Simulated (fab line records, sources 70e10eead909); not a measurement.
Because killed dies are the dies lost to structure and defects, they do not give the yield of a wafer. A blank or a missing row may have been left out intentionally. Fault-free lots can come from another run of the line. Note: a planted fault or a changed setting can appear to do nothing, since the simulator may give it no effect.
A lot that was struck, set against a sound lot / flow nand_harc / 15 out of 1302 route steps
Sound: these wafers, L833.1, L833.4, L833.5. Struck: wafers L847.1, L847.2. (L847.4 of the same lot was not struck and is left out.) The cause comes at the end.
Each step with rows lists, per side, the tool, then ch with its chambers, then its first start. Under that, the readings that differ: sound wafers / struck wafers / difference of the means / sigmas: that difference in standard deviations of wafers without a fault.
alike: readings whose means differ by less than 2 such deviations, and words and numbers that are the same on both sides. not compared: withheld readings, readings that some wafer has no value for, bounds like >300 that may hide the same value, and numbers for which the record gives no deviation and whose values overlap.
A row with sigmas, a row that says differs or no value, or rows on one side alone: a step with any of these is where the two part. Numbers that don't overlap but have no deviation are shown without sigmas and don't part them. A reading that every wafer of one side lacks parts them only if that side has two wafers or more.

first, 3 steps without rows for these wafers: NHARC_THIN_TSV_EXPOSE_09 (exposes mask TSV); NHARC_THIN_TSV_PEB_10 (peb time 85 s); NHARC_THIN_TSV_DEVELOP_11 (time 70 s).
NHARC_THIN_TSV_CD_MEAS_12: the cd target is 1000 nm.
  sound on cd_sem-02 ch 0, day 23 20:49; struck on cd_sem-02 ch 0, day 29 14:20
  alike: cd_nm
then, 1 step without rows for these wafers: NHARC_THIN_TSV_HARDBAKE_13 (time 80 s).
NHARC_THIN_TSV_DESCUM_14: chemistry O2, time 3 s.
  sound on rie_diel-12 ch 0,1,3, day 23 20:59; struck on rie_diel-12 ch 2,3, day 29 14:30
  alike: drypump_motor_current_A, oes_product_au, rf_vpp_V, showerhead_plenum_p_Torr, throttle_valve_pct
  not compared: rf_hours_counter_h
NHARC_THIN_TSV_ETCH_44: etches the open film in CF4/O2, target depth 1594.2 nm, time 797.1 s.
  sound on rie_diel-12 ch 0,2, day 23 21:07; struck on rie_diel-12 ch 0,1, day 29 14:35
  alike: drypump_motor_current_A, oes_product_au, rf_vpp_V, showerhead_plenum_p_Torr, throttle_valve_pct
  not compared: rf_hours_counter_h
NHARC_THIN_TSV_ETCH_15: target depth 3000 nm, bosch target overetch cycles 2, bosch etch step 2.8 s.
  sound on rie_si-05 ch 0,1, day 23 21:40; struck on rie_si-04 ch 1,2, day 29 15:10
  alike: drypump_motor_current_A
  not compared: rf_hours_counter_h
NHARC_THIN_TSV_CD_MEAS_16:
  sound on cd_sem-02 at day 23 21:49; struck on cd_sem-01 at day 29 15:18
  alike: cd_nm
then, 2 steps without rows for these wafers: NHARC_THIN_TSV_STRIP_45 (strips in O2); NHARC_THIN_TSV_STRIP_46 (strips in post etch residue remover, time 1200 s).
NHARC_THIN_TSV_DEP_47: deposits SiO2, target thk 200 nm.
  sound on pecvd-04 ch 0,1, day 24 00:09; struck on pecvd-01 ch 0,1, day 29 16:10
  alike: throttle_valve_pct
NHARC_THIN_TSV_ETCHBACK_48: etches the open film in C4F8/Ar, target depth 1028.5 nm, time 405.17 s.
  sound on rie_diel-06 ch 1,2,3, day 24 00:32; struck on rie_diel-13 ch 1,3, day 29 16:37
reading=over_etch_frac; sound=0.3 0.3 0.3; struck=0.24107 0.24107; difference=-0.05893; sigmas=
  alike: oes_product_au, rf_vpp_V
  not compared: rf_hours_counter_h
NHARC_THIN_TSV_STRIP_62: strips in N2/H2, time 20 s.
  sound on plasma_asher-02 ch 0, day 24 00:50; struck on plasma_asher-01 ch 0,1, day 29 16:56
  alike: drypump_motor_current_A, heater_power_w
  not compared: rf_hours_counter_h
NHARC_END_SORT_01:
  sound on prober-01 ch 0, day 24 13:02; struck on prober-01 ch 0, day 30 04:17
  alike: defect_limited_yield, killed_at_array, killed_at_other, killed_at_periphery, killed_dies, killed_open, killed_short

## WHERE THEY PART
Nowhere in this record.

WHY: the cause the simulator had injected
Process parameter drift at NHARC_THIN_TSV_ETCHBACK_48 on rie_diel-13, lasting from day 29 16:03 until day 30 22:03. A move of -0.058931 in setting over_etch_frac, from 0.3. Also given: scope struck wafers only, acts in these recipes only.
